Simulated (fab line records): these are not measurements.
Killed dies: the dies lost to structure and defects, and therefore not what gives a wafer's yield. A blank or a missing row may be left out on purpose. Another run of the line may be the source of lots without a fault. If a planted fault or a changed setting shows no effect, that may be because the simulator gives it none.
fab line records	flow nand_harc
record: lots: 11	wafers: 33	last_day: 27
route steps=1159 shown P_ZERO_WELL@56 P_GATE@143 END@1159
lots that met no fault: taken from a fault-free run of the same line
start_h: hours from the record's first day to the start of the lot's first wafer shown	wait_h: hours from the lot's prior step to this one	" as in the row above	L1.1+2: one row covering several wafers at once	- either no value or no given start	* or withheld: withheld	< > ~ a bound
route shown NAME@n: names a module that has steps shown in the file, with the first one's number in the route	usual: average and standard deviation across the fault-free wafers	same: alike in all rows	chamber/n: place in a boat	sites: readings site by site	_std_site: standard deviation across them	_edge_site: outer sites' mean less inner sites'	radius_mm: for every site, how far away it sits from the centre of the wafer	mask NAME#n: copy n	behind: the most recent tool/chamber to have shaped the wafer	hold: why the lot was held/for how many hours/how that ended	device: the transistor (n, p or np) that didn't switch	end of line: the same wafers' tests at the end of the route	where a step has no rows: the recipe by itself	killed: dies that structure and defects cost at the first sort, which is not the same as the wafer's yield	map: dies across one wafer; x = killed, . = not, _ = none there
set.NAME: the run value of the setting; set.NAME@STEP: its run value at that earlier step	model.NAME: the simulator's own value behind a step, which no gauge read
one table for each step of the route and one row for each wafer, over a sample of lots
services: from which hour (start_h, from the record's first day; less than 0 if before it) a tool's chamber was out of use, for how many hours, and why
== steps ==
step: NHARC_P_ZERO_WELL_EXPOSE_49
recipe: na: 0.6	target_cd_nm: 2000	dose_mj: 22.64	mask_id: P_HVPW
usual: focus_offset_nm: -0.1/0.5
lot.wafer	tool	chamber	start_h	wait_h	mask	focus_offset_nm
L602.1	krf_scanner-03	0	29.71	-	P_HVPW#0	-0.2
L602.3	"	0	"	"	P_HVPW#0	-0.3
L602.4	"	0	"	"	P_HVPW#0	-0.1
L604.1	krf_scanner-02	0	42.66	-	P_HVPW#0	-0.4
L604.4	"	0	"	"	P_HVPW#0	-0.4
L604.5	"	0	"	"	P_HVPW#0	0.2
L605.4	krf_scanner-03	0	47.83	-	P_HVPW#0	-1.0
L605.5	"	0	"	"	P_HVPW#0	-0.2
L605.6	"	0	"	"	P_HVPW#0	-0.2
L606.1	krf_scanner-02	0	53.62	-	P_HVPW#0	0.4
L606.2	"	0	"	"	P_HVPW#0	-0.5
L606.4	"	0	"	"	P_HVPW#0	-1.0
L607.2	krf_scanner-02	0	61.71	-	P_HVPW_R1#0	0.1
L607.3	"	0	"	"	P_HVPW_R1#0	0.8
L607.4	"	0	"	"	P_HVPW_R1#0	0.6
L608.2	krf_scanner-02	0	65.63	-	P_HVPW#0	0.5
L608.4	"	0	"	"	P_HVPW#0	0.2
L608.6	"	0	"	"	P_HVPW#0	-0.7
L617.1	krf_scanner-01	0	119.68	-	P_HVPW#0	-0.3
L617.3	"	0	"	"	P_HVPW#0	-1.0
L617.4	"	0	"	"	P_HVPW#0	0.5
L618.2	krf_scanner-02	0	125.62	-	P_HVPW#0	0.1
L618.5	"	0	"	"	P_HVPW#0	-0.1
L618.6	"	0	"	"	P_HVPW#0	-0.8
L619.1	krf_scanner-03	0	131.75	-	P_HVPW#0	1.0
L619.2	"	0	"	"	P_HVPW#0	-0.3
L619.5	"	0	"	"	P_HVPW#0	0.1
L620.1	krf_scanner-03	0	137.36	-	P_HVPW#0	0.3
L620.5	"	0	"	"	P_HVPW#0	-0.4
L620.6	"	0	"	"	P_HVPW#0	-0.6
L621.1	krf_scanner-02	0	143.74	-	P_HVPW#0	-0.7
L621.2	"	0	"	"	P_HVPW#0	-0.3
L621.6	"	0	"	"	P_HVPW#0	-0.7
step: NHARC_P_ZERO_WELL_CD_MEAS_52
recipe: target_cd_nm: 2000	landing_energy_ev: 500
usual: cd_nm: 2000.2/1.3
lot.wafer	tool	chamber	start_h	wait_h	cd_nm
L602.1	cd_sem-01	0	29.86	-	1999.9
L602.3	"	0	"	"	1999.6
L602.4	"	0	"	"	1997.7
L604.1	cd_sem-03	0	42.82	-	1999.6
L604.4	"	0	"	"	2000.7
L604.5	"	0	"	"	2002.2
L605.4	cd_sem-03	0	47.98	-	2001.0
L605.5	"	0	"	"	2000.7
L605.6	"	0	"	"	2002.7
L606.1	cd_sem-03	0	53.77	-	1999.6
L606.2	"	0	"	"	2000.7
L606.4	"	0	"	"	2000.0
L607.2	cd_sem-01	0	61.86	-	1568.5
L607.3	"	0	"	"	1568.1
L607.4	"	0	"	"	1568.7
L608.2	cd_sem-01	0	65.78	-	2000.0
L608.4	"	0	"	"	1999.7
L608.6	"	0	"	"	1998.5
L617.1	cd_sem-02	0	119.83	-	2001.3
L617.3	"	0	"	"	2001.0
L617.4	"	0	"	"	2002.6
L618.2	cd_sem-02	0	125.77	-	2000.2
L618.5	"	0	"	"	2000.7
L618.6	"	0	"	"	1999.2
L619.1	cd_sem-02	0	131.91	-	2002.4
L619.2	"	0	"	"	2001.3
L619.5	"	0	"	"	2000.2
L620.1	cd_sem-01	0	137.51	-	2000.6
L620.5	"	0	"	"	2001.3
L620.6	"	0	"	"	2001.0
L621.1	cd_sem-02	0	143.90	-	2000.4
L621.2	"	0	"	"	2001.7
L621.6	"	0	"	"	2000.0
step: NHARC_P_GATE_INSPECT_28
usual: raw_defect_count: 6.0/3
lot.wafer	tool	chamber	start_h	wait_h	raw_defect_count
L602.1	defect_inspect-02	-	97.75	0.1	9
L602.3	"	-	"	"	6
L602.4	"	-	"	"	8
L604.1	defect_inspect-01	-	111.93	0.0	8
L604.4	"	-	"	"	7
L604.5	"	-	"	"	7
L605.4	defect_inspect-01	-	119.09	0.0	7
L605.5	"	-	"	"	6
L605.6	"	-	"	"	3
L606.1	defect_inspect-01	-	130.15	0.0	7
L606.2	"	-	"	"	5
L606.4	"	-	"	"	0
L608.2	defect_inspect-02	-	131.79	0.0	6
L608.4	"	-	"	"	2
L608.6	"	-	"	"	5
L617.1	defect_inspect-01	-	192.22	0.0	5
L617.3	"	-	"	"	7
L617.4	"	-	"	"	2
L618.2	defect_inspect-02	-	197.81	0.0	1
L618.5	"	-	"	"	4
L618.6	"	-	"	"	4
L620.1	defect_inspect-01	-	207.27	0.0	7
L620.5	"	-	"	"	2
L620.6	"	-	"	"	7
L619.1	defect_inspect-01	-	207.77	0.0	2
L619.2	"	-	"	"	5
L619.5	"	-	"	"	9
L621.1	defect_inspect-01	-	217.50	0.0	7
L621.2	"	-	"	"	2
L621.6	"	-	"	"	4
step: NHARC_P_GATE_DESCUM_31
recipe: time_s: 3	o2_flow_sccm: 200	ar_flow_sccm: 0	bias_power_w: 0	chemistry: O2
usual: chamber_pressure_mTorr: 60.00/0.05	drypump_motor_current_A: 5.6/0.38	oes_product_au: 1.000/0.0067	rf_vpp_V: 57.7/0.92	showerhead_plenum_p_Torr: 1.87/0.057	throttle_valve_pct: 11.311/0.0091
lot.wafer	tool	chamber	start_h	wait_h	chamber_pressure_mTorr	drypump_motor_current_A	oes_product_au	rf_hours_counter_h	rf_vpp_V	showerhead_plenum_p_Torr	throttle_valve_pct
L602.3	rie_diel-04	2	97.82	0.1	60.05	5.7	1.002	28	56.9	1.90	11.311
L602.1	"	3	"	"	59.99	4.9	1.000	28	57.1	1.93	11.318
L602.4	"	0	"	"	60.10	5.5	0.990	29	56.3	1.81	11.310
L604.1	rie_diel-13	3	112.03	0.1	60.05	6.6	1.004	2	58.4	1.78	11.317
L604.4	"	0	"	"	60.00	5.5	0.994	2	58.9	1.97	11.313
L604.5	"	2	"	"	60.05	5.7	1.001	-	58.5	1.82	11.321
L605.4	rie_diel-11	0	119.17	0.1	60.06	5.5	1.008	39	57.8	1.81	11.309
L605.6	"	2	"	"	60.04	5.8	0.998	-	57.0	1.89	11.314
L605.5	"	3	"	"	60.03	5.7	1.003	-	57.9	1.89	11.306
L606.4	rie_diel-04	3	130.22	0.1	60.10	4.9	0.998	1	58.2	1.93	11.302
L606.2	"	0	"	"	59.95	5.6	1.003	1	58.3	1.80	11.307
L606.1	"	1	"	"	59.98	5.9	1.004	1	57.0	1.91	11.302
L608.4	rie_diel-04	0	131.87	0.1	60.03	5.6	0.985	1	56.5	1.80	11.308
L608.2	"	1	"	"	60.00	5.9	1.000	1	56.0	1.91	11.307
L608.6	"	3	"	"	59.98	5.0	0.988	-	58.4	1.93	11.334
L617.4	rie_diel-13	1	192.63	0.4	60.07	5.3	0.994	28	57.8	1.88	11.312
L617.3	"	2	"	"	60.05	5.7	1.008	28	56.7	1.81	11.328
L617.1	"	0	"	"	59.89	5.4	0.994	28	57.7	1.96	11.315
L618.2	rie_diel-13	3	198.02	0.2	59.97	6.5	0.993	31	57.4	1.77	11.312
L618.5	"	2	"	"	60.05	5.7	0.994	-	57.9	1.81	11.307
L618.6	"	3	"	"	60.07	6.5	0.994	-	58.8	1.77	11.289
L620.1	rie_diel-04	2	207.34	0.1	60.07	5.6	1.003	15	58.9	1.89	11.318
L620.5	"	1	"	"	59.99	5.9	0.997	-	58.1	1.91	11.309
L620.6	"	2	"	"	60.04	5.6	1.010	-	56.7	1.89	11.303
L619.2	rie_diel-04	0	207.84	0.1	60.01	5.6	0.999	17	57.1	1.80	11.320
L619.1	"	2	"	"	59.99	5.6	1.014	15	57.9	1.89	11.306
L619.5	"	0	"	"	59.98	5.6	1.005	-	56.5	1.80	11.300
L621.1	rie_diel-04	2	217.58	0.1	60.03	5.6	1.012	17	58.0	1.89	11.304
L621.2	"	3	"	"	59.97	4.9	0.991	18	57.2	1.93	11.296
L621.6	"	1	"	"	59.89	5.9	1.002	-	58.3	1.91	11.300
step: NHARC_P_GATE_ETCH_114
recipe: target_depth_a: 300	overetch_a: 30	time_s: 16.5	ion_energy_ev: 100	cf4_flow_sccm: 80	o2_flow_sccm: 20	ar_flow_sccm: 0	rf_w: 300	bias_w: 100	chemistry: CF4/O2
usual: cf4_flow_sccm: 80.02/0.22	chamber_pressure_mTorr: 30.002/0.024	drypump_motor_current_A: 5.6/0.37	oes_f_703_au: 1.000/0.0045	oes_product_au: 0.998/0.0072	rf_vpp_V: 197.3/1.1	showerhead_plenum_p_Torr: 1.31/0.039	throttle_valve_pct: 13.398/0.0083
lot.wafer	tool	chamber	start_h	wait_h	cf4_flow_sccm	chamber_pressure_mTorr	drypump_motor_current_A	oes_f_703_au	oes_product_au	rf_hours_counter_h	rf_vpp_V	showerhead_plenum_p_Torr	throttle_valve_pct
L602.3	rie_diel-04	3	-	-	79.76	30.004	4.9	0.998	0.989	28	196.8	1.35	13.381
L602.1	"	1	"	"	80.19	29.988	5.9	0.999	0.993	30	198.4	1.33	13.408
L602.4	"	2	"	"	79.85	29.968	5.6	0.998	0.999	28	197.5	1.33	13.401
L604.1	rie_diel-13	1	-	-	79.90	30.021	5.3	1.006	0.998	3	196.5	1.32	13.402
L604.4	"	3	"	"	79.64	29.997	6.5	0.994	0.994	2	197.0	1.25	13.394
L604.5	"	2	"	"	80.13	30.010	5.7	1.002	1.003	-	196.7	1.27	13.410
L605.4	rie_diel-11	1	-	-	80.29	29.995	5.7	0.999	1.006	41	197.1	1.36	13.386
L605.6	"	1	"	"	79.74	30.013	5.7	1.001	1.012	-	198.7	1.36	13.387
L605.5	"	2	"	"	80.59	29.961	5.7	1.007	1.014	-	198.2	1.32	13.379
L606.4	rie_diel-04	1	-	-	80.21	29.998	5.9	1.000	0.995	1	197.6	1.33	13.404
L606.1	"	2	"	"	79.76	29.984	5.6	1.003	1.005	1	197.1	1.32	13.399
L606.2	"	3	"	"	80.27	29.989	5.0	0.999	0.993	1	198.3	1.35	13.408
L608.2	rie_diel-04	0	-	-	80.46	30.003	5.5	1.003	1.000	1	197.6	1.26	13.399
L608.4	"	1	"	"	80.28	29.975	5.8	0.998	1.001	1	196.1	1.33	13.403
L608.6	"	3	"	"	80.28	30.007	5.0	1.006	0.988	-	199.0	1.35	13.408
L617.1	rie_diel-13	1	-	-	79.94	30.022	5.4	1.009	1.000	28	197.9	1.31	13.389
L617.4	"	2	"	"	80.11	30.002	5.7	0.998	0.996	28	195.5	1.26	13.399
L617.3	"	3	"	"	79.97	29.963	6.5	1.000	0.988	29	195.1	1.24	13.414
L618.2	rie_diel-13	2	-	-	80.10	30.002	5.7	0.994	0.984	32	196.0	1.26	13.393
L618.6	"	2	"	"	80.52	30.009	5.7	1.003	0.995	-	196.1	1.26	13.406
L618.5	"	3	"	"	79.91	30.028	6.5	1.004	0.993	-	196.2	1.24	13.421
L620.1	rie_diel-04	1	-	-	80.18	29.995	5.9	0.994	0.996	15	198.0	1.33	13.389
L620.5	"	2	"	"	80.22	29.944	5.6	1.002	1.011	-	197.0	1.32	13.387
L620.6	"	3	"	"	80.07	29.983	4.9	1.000	0.985	-	199.2	1.35	13.403
L619.2	rie_diel-04	2	-	-	80.11	29.983	5.6	1.001	0.995	16	196.4	1.32	13.393
L619.1	"	3	"	"	80.08	30.003	4.9	1.002	0.996	16	196.2	1.34	13.402
L619.5	"	0	"	"	80.13	30.007	5.6	1.004	1.000	-	195.6	1.26	13.404
L621.1	rie_diel-04	0	-	-	80.34	30.024	5.6	1.002	0.995	19	197.2	1.26	13.394
L621.2	"	2	"	"	80.53	29.998	5.6	1.005	1.002	17	197.0	1.32	13.390
L621.6	"	0	"	"	80.05	30.000	5.6	1.003	1.010	-	196.9	1.26	13.412
step: NHARC_END_SORT_01
recipe: temp_c: 25
usual: killed_at_array: 28/11	killed_at_other: 0.9/1.2	killed_at_periphery: 2.6/2.1	killed_dies: 31/11	killed_open: 3.1/1.7	killed_short: 1.9/1.3
same: gross_dies: 677
lot.wafer	tool	chamber	start_h	wait_h	killed_at_array	killed_at_other	killed_at_periphery	killed_dies	killed_open	killed_short
L607.2	prober-02	0	587.14	2.8	18	4	601	623	6	1
L607.3	prober-02	0	587.94	3.1	12	1	596	609	2	1
L607.4	prober-02	0	588.75	3.4	16	3	591	610	5	4
killed by level:class
L607.2 P_ZERO_WELL:area_expose=597 A_CHANNEL_HOLE_D1:chamber_film_flake=9 A_SGD_CUT:chamber_film_flake=4 THIN_TSV:chamber_film_flake=4 P_M1:geometric_particle:open=2 A_M0:geometric_particle:open=2 P_M0:geometric_particle:open=1 A_SOURCE_PLATE:geometric_particle:short=1
L607.3 P_ZERO_WELL:area_expose=594 A_CHANNEL_HOLE_D1:chamber_film_flake=4 A_STAIRCASE:chamber_film_flake=3 A_CONTACT:chamber_film_flake=2 P_M0:geometric_particle:open=1 P_M1:geometric_particle:open=1 A_CHANNEL_FILL_D1:geometric_particle:short=1 A_SGD_CUT:chamber_film_flake=1
L607.4 P_ZERO_WELL:area_expose=590 A_CHANNEL_HOLE_D1:chamber_film_flake=7 THIN_TSV:chamber_film_flake=3 A_M1:geometric_particle:open=2 P_CONTACT:geometric_particle:short=1 A_CHANNEL_FILL_D1:geometric_particle:open=1 A_WL_FILL:geometric_particle:short=1 A_WL_FILL:geometric_particle:open=1
== services ==
tool	chamber	start_h	hours	kind
rie_diel-11	-	12.65	9.0	pm
rie_diel-04	0	17.40	-	clean
rie_diel-04	1	17.40	-	clean
rie_diel-04	2	17.40	-	clean
rie_diel-04	3	17.40	-	clean
krf_scanner-02	-	38.00	4.0	pm
krf_scanner-03	-	38.24	1.1	repair
rie_diel-04	0	41.90	-	clean
krf_scanner-02	-	76.63	0.7	repair
krf_scanner-01	-	87.10	4.0	pm
rie_diel-13	-	99.20	9.0	pm
rie_diel-04	-	111.98	9.0	pm
krf_scanner-03	-	119.74	2.0	repair
krf_scanner-03	-	131.98	5.0	repair
rie_diel-11	0	136.05	3.2	repair
rie_diel-04	1	137.93	4.7	repair
krf_scanner-01	-	154.32	3.3	repair
krf_scanner-01	-	160.93	0.5	repair
krf_scanner-03	-	168.00	4.0	pm
krf_scanner-02	-	184.03	2.4	repair
rie_diel-11	-	189.65	9.0	pm
rie_diel-04	-	191.45	2.7	repair
krf_scanner-03	-	206.08	0.6	repair
krf_scanner-02	-	210.00	4.0	pm
== key ==
first_sign: step: NHARC_P_ZERO_WELL_EXPOSE_49	reading: mask	direction: changed
effect: step: NHARC_P_ZERO_WELL_CD_MEAS_52	reading: cd_nm	direction: down	sigmas: 99+	usual: 2000.2	struck: 1568.4
effect: step: NHARC_END_SORT_01	reading: killed_at_periphery	direction: up	sigmas: 99+	usual: 2.6	struck: 596
more_kills_born_at: NHARC_P_ZERO_WELL_EXPOSE_49@krf_scanner-02: 1781
met_at NHARC_P_ZERO_WELL_EXPOSE_49
struck_lots L607
later_rows_left_out L607.2,L607.3,L607.4
tester_left_out L607
not_acting_at NHARC_P_GATE_INSPECT_28,NHARC_P_GATE_DESCUM_31,NHARC_P_GATE_ETCH_114
onset_between 53.62 61.71
fault: kind: wrong_mask	tool: any	chamber: -	onset_h: 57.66	steps: NHARC_P_ZERO_WELL_EXPOSE_49	aux_copy: P_HVPW_R1#0	cd_offset_nm: -431.58	scope: struck_lots_only
tester_left_out: of these lots the tester's yield and bins aren't shown, on N5 and GAA mostly nor the transistor test; their killed dies are dies lost to structure and defects alone, not to doping, threshold or leakage, so they don't give the yield
later_rows_left_out: the simulator's readings of these wafers behind a module that went badly wrong aren't trusted and aren't shown, but for the sort
